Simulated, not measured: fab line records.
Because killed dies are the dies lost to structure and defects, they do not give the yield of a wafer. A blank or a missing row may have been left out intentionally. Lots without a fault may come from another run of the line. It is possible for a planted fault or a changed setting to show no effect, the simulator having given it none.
Matching of chambers    flow n5Finfet    pecvd-03 running N5_BEOL_M10_DEP_56: 3 sister chambers
The step deposits SiCN from 3MS/NH3, target thk 15 nm, time 26.5 s. 3 wafers are shown with their chamber, then 9 later ones without.

== EACH WAFER AND ITS CHAMBER ==
wafer   chamber  throttleValvePct (%)
L089.2  1        9.6
L088.3  2        8.3
L088.6  0        9.2

== WAFERS WHOSE CHAMBER IS MISSING ==
wafer   throttleValvePct (%)
L091.1  8.0
L091.2  9.4
L091.6  9.5
L095.2  9.2
L095.5  9.5
L095.6  8.4
L097.2  9.3
L097.3  8.4
L097.6  9.8

== WHICH CHAMBER EACH WENT THROUGH ==
wafer   from the rows above      in truth
L091.1  2                        2
L091.2  can't be placed: 1 or 0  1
L091.6  can't be placed: 1 or 0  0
L095.2  0                        0
L095.5  can't be placed: 1 or 0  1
L095.6  2                        2
L097.2  can't be placed: 0 or 1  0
L097.3  2                        2
L097.6  1                        1
Correct placement for 5 of the 9. These rows do not allow placing 4 (true chamber among the candidates in 4). Wrongly placed: 0.
How it was worked out, from the rows above alone: a wafer's distance from a chamber is the root of the sum, over the readings, of the square of ((its reading less the chamber's mean) divided by the reading's scatter). If the next closest chamber is less than 2 further off than the closest, the wafer can't be placed; otherwise it belongs to the closest. Each chamber's mean is taken over the wafers shown for it. The scatter (one wafer shown for each chamber): square how far every hidden wafer sits from the nearest shown wafer, average those squares and take the square root.
